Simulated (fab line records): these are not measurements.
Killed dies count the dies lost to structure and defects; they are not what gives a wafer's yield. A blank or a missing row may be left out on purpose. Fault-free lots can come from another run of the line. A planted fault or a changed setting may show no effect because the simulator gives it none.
Split-lot study	flow n5_finfet	route with 1938 steps; 7 lots, 21 wafers read

SPLIT DETAILS
At N5_BEOL_M7_ETCH_41 (etches SiCN in CH3F/O2, target depth 31.9 nm, time 57.8 s), the setting source_w was moved away from the recipe's 395 W on 4 of the 21 wafers read, by -13.0% to +10.1%. For the rest of the wafers, this setting stayed at what the recipe calls for.

The split's own step is where the reading is taken.

THE READING
rf_vpp_V, in V, at N5_BEOL_M7_ETCH_41 (etches SiCN in CH3F/O2, target depth 31.9 nm, time 57.8 s). On this fab line, fault-free wafers typically give 297.2 V with a standard deviation of 1.6 V.

wafer	tool, chamber at the split	source_w as run, W	against the recipe	rf_vpp_V, V	against lot-mates on the recipe
L083.1	rie_diel-06, 0	343.5	-13.0%	311.2	+16.4
L083.3	rie_diel-06, 3	343.5	-13.0%	310.7	+15.9
L083.6	rie_diel-06, 2	395	recipe	294.8	-
L085.1	rie_diel-01, 2	395	recipe	299.5	-
L085.5	rie_diel-01, 0	395	recipe	295.3	-
L085.6	rie_diel-01, 3	395	recipe	296.7	-
L086.2	rie_diel-03, 2	395	recipe	297.2	-
L086.4	rie_diel-03, 1	395	recipe	295.4	-
L086.6	rie_diel-03, 2	395	recipe	299.6	-
L089.1	rie_diel-06, 3	395	recipe	297.8	-
L089.3	rie_diel-06, 0	395	recipe	298.7	-
L089.5	rie_diel-06, 2	395	recipe	293.5	-
L093.1	rie_diel-01, 3	395	recipe	296.3	-
L093.4	rie_diel-01, 1	370.7	-6.2%	301.1	+4.3
L093.6	rie_diel-01, 0	395	recipe	297.3	-
L079.1	rie_diel-01, 0	434.9	+10.1%	286.5	-9.8
L079.2	rie_diel-01, 1	395	recipe	296.2	-
L079.3	rie_diel-01, 3	395	recipe	296.3	-
L096.1	rie_diel-01, 3	395	recipe	296.6	-
L096.3	rie_diel-01, 2	395	recipe	299.6	-
L096.5	rie_diel-01, 2	395	recipe	299.5	-

THE FIT
A straight line over all 21 wafers: rf_vpp_V changes by -1.03 V for each +1% of source_w; r = -0.94; the points scatter about the line by 1.8 V.
The same after taking each lot's own level away (the mean of its wafers on the recipe; 21 wafers): -1.13 V for each +1%; r = -0.96; scatter 1.7 V.
According to that fit, moving source_w by its largest amount changes the reading by 15 V.
The lots' own levels span 294.80 to 298.57 V, that is 2.4 times the standard deviation above.
The two slopes are in agreement: the lot-to-lot level therefore moves the slope only a little.
Check: with one of the wafers moved furthest among these (-13.0%) left out of the fit, the line predicts +14 V for it against its lot-mates. Against them it came out at +16.4 V.
Tool readings at the split's step, against how far the setting was moved: rf_vpp_V r = -0.94.

ADDITIONAL SPLITS CARRIED BY THESE WAFERS
Note: prior to the reading, these wafers also went through further splits. Each is held against what the fit with the lots' levels taken away leaves over:
other split on the same wafers	wafers away from the commonest value	r with rf_vpp_V (lot level and that fit taken away)
N5_BEOL_M5_EXPOSE_25 dose_mj	10	+0.34
N5_BEOL_M5_ETCH_68 time_s	7	-0.42
N5_BEOL_M6_ETCH_66 bias_w	3	-0.01
N5_BEOL_M6_TRENCH_ETCH_37 time_s	6	+0.12

FILE'S OWN FIT
rf_vpp_V changes by -1.08 V for each +1% of source_w, r = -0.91.
